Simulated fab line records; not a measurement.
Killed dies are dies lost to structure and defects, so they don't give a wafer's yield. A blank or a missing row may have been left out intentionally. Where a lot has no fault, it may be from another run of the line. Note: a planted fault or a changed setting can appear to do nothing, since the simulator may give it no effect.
The tool behind it: which one? ; flow n5-finfet ; 23 lots, 69 wafers sampled, at 4 steps of a route of 1938

WHAT EACH GAUGE READ, for each wafer
N5_BEOL_M0_SAQP_INSPECT_16: inspects for defects (brightfield). Usual: raw-defect-count reads 508 (standard deviation 150).
lot;measured;on;raw-defect-count;flag
L075;day 5 22:38;defect-inspect-02;415 529 466;
L076;day 6 02:34;defect-inspect-01;480 358 376;
L077;day 6 08:00;defect-inspect-02;554 543 479;
L078;day 6 13:23;defect-inspect-01;582 585 355;
L079;day 6 15:19;defect-inspect-02;508 609 549;
L080;day 7 03:14;defect-inspect-01;472 573 493;
L081;day 7 06:35;defect-inspect-02;463 730 444;
L082;day 7 14:05;defect-inspect-01;308 478 597;
L084;day 7 22:59;defect-inspect-02;544 520 558;
L083;day 8 00:43;defect-inspect-01;528 962 680;
L085;day 8 07:10;defect-inspect-02;339 642 564;
L086;day 8 12:00;defect-inspect-01;673 450 691;
L087;day 8 15:48;defect-inspect-02;501 390 506;
L088;day 8 21:41;defect-inspect-02;358 411 358;
L089;day 9 07:24;defect-inspect-01;420 438 470;
L090;day 9 10:29;defect-inspect-01;357 308 306;
L091;day 9 16:15;defect-inspect-01;799 777 487;
L092;day 10 03:34;defect-inspect-02;441 485 344;
L093;day 10 07:44;defect-inspect-02;413 449 478;
L094;day 10 11:08;defect-inspect-01;367 352 526;
L095;day 10 19:25;defect-inspect-01;264 440 420;
L096;day 10 22:56;defect-inspect-02;456 423 284;
L097;day 11 04:22;defect-inspect-02;628 345 555;

N5_BEOL_M0_SAQP_CD_MEAS_40 targets a cd of 30 nm. Usual: cd-nm reads 29.98 nm (standard deviation 0.23).
lot;measured;on;cd-nm (nm);flag
L075;day 6 03:07;cd-sem-01;29.73 29.91 29.69;
L076;day 6 08:12;cd-sem-01;30.18 29.83 30.33;
L077;day 6 12:05;cd-sem-03;30.05 30.25 30.27;
L078;day 6 18:36;cd-sem-02;30.06 30.36 29.64;
L079;day 6 20:48;cd-sem-02;30.05 30.24 30.32;
L080;day 7 07:43;cd-sem-02;30.24 29.81 30.23;
L081;day 7 10:37;cd-sem-01;30.18 29.77 30.09;
L082;day 7 18:06;cd-sem-02;29.92 30.23 30.12;
L084;day 8 02:47;cd-sem-01;29.99 30.08 29.97;
L083;day 8 04:59;cd-sem-02;29.96 29.90 29.98;
L085;day 8 11:19;cd-sem-02;30.05 29.80 29.72;
L086;day 8 15:55;cd-sem-01;30.12 29.53 29.77;
L087;day 8 19:43;cd-sem-01;29.87 29.57 29.88;
L088;day 9 01:53;cd-sem-02;30.03 29.73 30.22;
L089;day 9 11:12;cd-sem-03;29.44 29.43 29.45;
L090;day 9 14:17;cd-sem-02;30.04 30.07 30.29;
L091;day 9 20:29;cd-sem-03;29.71 29.33 29.94;
L092;day 10 08:02;cd-sem-02;30.26 29.80 29.84;
L093;day 10 12:05;cd-sem-01;30.66 30.47 29.98;
L094;day 10 15:46;cd-sem-02;30.16 29.93 29.88;
L095;day 10 23:21;cd-sem-01;30.00 30.24 29.97;
L096;day 11 03:52;cd-sem-01;30.32 29.89 29.64;
L097;day 11 08:19;cd-sem-01;30.01 30.00 29.60;

EACH LOT AND THE TOOL THAT RAN IT (in order: tool; ch and the chambers of the sampled wafers; start)
lot;N5_BEOL_M0_SAQP_PECVD_00;N5_BEOL_M0_SAQP_STRIP_86
L075;pecvd-01 ch 0,1,2, day 5 21:28;rie-diel-03 ch 0,2, day 5 23:28
L076;pecvd-02 ch 1,2, day 6 00:28;rie-diel-03 ch 0,2, day 6 03:02
L077;pecvd-04 ch 1,2, day 6 05:37;rie-diel-03 ch 0,1,2, day 6 08:25
L078;pecvd-02 ch 0,1, day 6 11:11;rie-diel-03 ch 0,1, day 6 13:48
L079;pecvd-02 ch 0,1, day 6 14:11;rie-diel-04 ch 0,1, day 6 15:43
L080;pecvd-01 ch 0,2, day 7 01:28;rie-diel-05 ch 0,2,3, day 7 03:38
L081;pecvd-01 ch 0,2, day 7 04:58;rie-diel-05 ch 0,2,3, day 7 07:14
L082;pecvd-01 ch 0,1,2, day 7 12:50;rie-diel-03 ch 1,3, day 7 14:29
L084;pecvd-02 ch 1,2, day 7 19:39;rie-diel-04 ch 1,2, day 7 23:24
L083;pecvd-01 ch 0,2, day 7 22:54;rie-diel-03 ch 0,3, day 8 01:17
L085;pecvd-02 ch 1,2, day 8 06:12;rie-diel-05 ch 1,2, day 8 07:41
L086;pecvd-01 ch 0,2, day 8 09:56;rie-diel-03 ch 0,1,3, day 8 12:26
L087;pecvd-01 ch 0,2, day 8 13:11;rie-diel-05 ch 1,2,3, day 8 16:13
L088;pecvd-01 ch 0,1,2, day 8 19:01;rie-diel-03 ch 1,3, day 8 22:13
L089;pecvd-01 ch 1,2, day 9 06:10;rie-diel-03 ch 0,2,3, day 9 07:49
L090;pecvd-01 ch 0,1,2, day 9 09:10;rie-diel-05 ch 0,2,3, day 9 10:53
L091;pecvd-02 ch 0,1, day 9 14:41;rie-diel-04 ch 0,3, day 9 16:40
L092;pecvd-04 ch 0,1,2, day 10 01:17;rie-diel-05 ch 0,1,2, day 10 04:22
L093;pecvd-01 ch 0,1,2, day 10 04:16;rie-diel-04 ch 0,2,3, day 10 08:09
L094;pecvd-01 ch 0,1,2, day 10 09:26;rie-diel-05 ch 0,1,2, day 10 11:33
L095;pecvd-01 ch 0,1,2, day 10 17:38;rie-diel-04 ch 0,1,3, day 10 19:55
L096;pecvd-01 ch 0,2, day 10 20:41;rie-diel-04 ch 1,2,3, day 10 23:34
L097;pecvd-04 ch 0,1, day 11 02:49;rie-diel-04 ch 0,1, day 11 04:46
- N5_BEOL_M0_SAQP_PECVD_00: deposits SiCN from 3MS/NH3, target thk 8 nm, time 14 s.
- N5_BEOL_M0_SAQP_STRIP_86: strips in N2/H2.

WHAT THE TOOLS THEMSELVES READ (means of the sampled wafers that have a number; where no wafer has one, the mark that the record gives instead)
N5_BEOL_M0_SAQP_PECVD_00. Usual: showerhead-plenum-p-Torr 3.662 Torr, standard deviation 0.018; throttle-valve-pct 9.0 %, standard deviation 0.37.
lot;tool;showerhead-plenum-p-Torr (Torr);throttle-valve-pct (%);flag
L075;pecvd-01;3.670;9.0;
L076;pecvd-02;3.669;9.4;
L077;pecvd-04;3.665;8.6;
L078;pecvd-02;3.666;9.3;
L079;pecvd-02;3.666;9.4;
L080;pecvd-01;3.650;8.7;
L081;pecvd-01;3.653;8.8;
L082;pecvd-01;3.664;8.9;
L084;pecvd-02;3.672;9.5;
L083;pecvd-01;3.649;8.6;
L085;pecvd-02;3.670;9.3;
L086;pecvd-01;3.651;8.7;
L087;pecvd-01;3.653;8.9;
L088;pecvd-01;3.667;8.9;
L089;pecvd-01;3.665;8.8;
L090;pecvd-01;3.663;8.9;
L091;pecvd-02;3.672;9.4;
L092;pecvd-04;3.653;8.6;
L093;pecvd-01;3.660;9.0;
L094;pecvd-01;3.668;9.0;
L095;pecvd-01;3.661;9.0;
L096;pecvd-01;3.651;9.0;
L097;pecvd-04;3.661;8.5;

N5_BEOL_M0_SAQP_STRIP_86. Usual: bias-power-w 28.01 W, standard deviation 0.095; drypump-motor-current-A 5.7 A, standard deviation 0.45; oes-product-au 0.80 a.u., standard deviation 0.075; rf-vpp-V 122.0 V, standard deviation 1.5; showerhead-plenum-p-Torr 3.37 Torr, standard deviation 0.12; throttle-valve-pct 18.9 %, standard deviation 0.37.
lot;tool;bias-power-w (W);drypump-motor-current-A (A);oes-product-au (a.u.);rf-vpp-V (V);showerhead-plenum-p-Torr (Torr);throttle-valve-pct (%);flag
L075;rie-diel-03;28.02;5.7;0.80;123.6;3.38;18.6;
L076;rie-diel-03;27.99;5.7;0.81;123.0;3.38;18.6;
L077;rie-diel-03;27.96;5.9;0.79;122.0;3.33;18.7;
L078;rie-diel-03;28.07;5.8;0.75;122.6;3.26;18.8;
L079;rie-diel-04;27.99;5.7;0.83;121.7;3.31;19.2;
L080;rie-diel-05;28.00;5.7;0.83;122.2;3.39;19.2;
L081;rie-diel-05;28.04;5.7;0.82;122.0;3.39;19.2;
L082;rie-diel-03;28.14;6.0;0.81;120.7;3.33;19.0;
L084;rie-diel-04;28.04;5.0;0.77;123.2;3.41;19.0;
L083;rie-diel-03;28.05;5.6;0.82;122.1;3.43;18.9;
L085;rie-diel-05;28.04;5.4;0.87;123.4;3.55;18.8;
L086;rie-diel-03;27.91;5.8;0.81;122.8;3.38;19.0;
L087;rie-diel-05;27.97;5.4;0.81;123.1;3.47;18.9;
L088;rie-diel-03;28.07;6.1;0.86;122.5;3.45;19.2;
L089;rie-diel-03;28.05;5.9;0.83;123.2;3.44;18.8;
L090;rie-diel-05;27.95;5.8;0.80;122.6;3.38;19.2;
L091;rie-diel-04;28.01;6.2;0.74;122.2;3.30;18.7;
L092;rie-diel-05;28.07;5.7;0.85;121.2;3.45;19.2;
L093;rie-diel-04;27.98;5.7;0.73;121.7;3.34;18.8;
L094;rie-diel-05;28.08;5.7;0.85;122.2;3.45;19.2;
L095;rie-diel-04;28.03;5.9;0.76;121.7;3.27;19.0;
L096;rie-diel-04;28.06;5.4;0.75;122.3;3.31;19.1;
L097;rie-diel-04;28.01;6.0;0.76;119.7;3.31;18.9;

THE ANSWER, worked out from the rows above alone
Rule: a lot is off if the mean of its wafers that have a number lies more than 3 standard deviations from the usual mean. Also off: a lot with no number at a reading for which 4 or more lots have one. All remaining lots with rows at the step are treated as sound. Order of review: gauges by route order, followed by the tools' own readings, for which a lot's mean as printed above is used. At the first step where some lot is off, the reading lying furthest off is the one used; lots without a number count as furthest.
None of the lots is off at any reading shown; this tells nothing.

WHAT WAS PUT IN BY THE SIMULATOR
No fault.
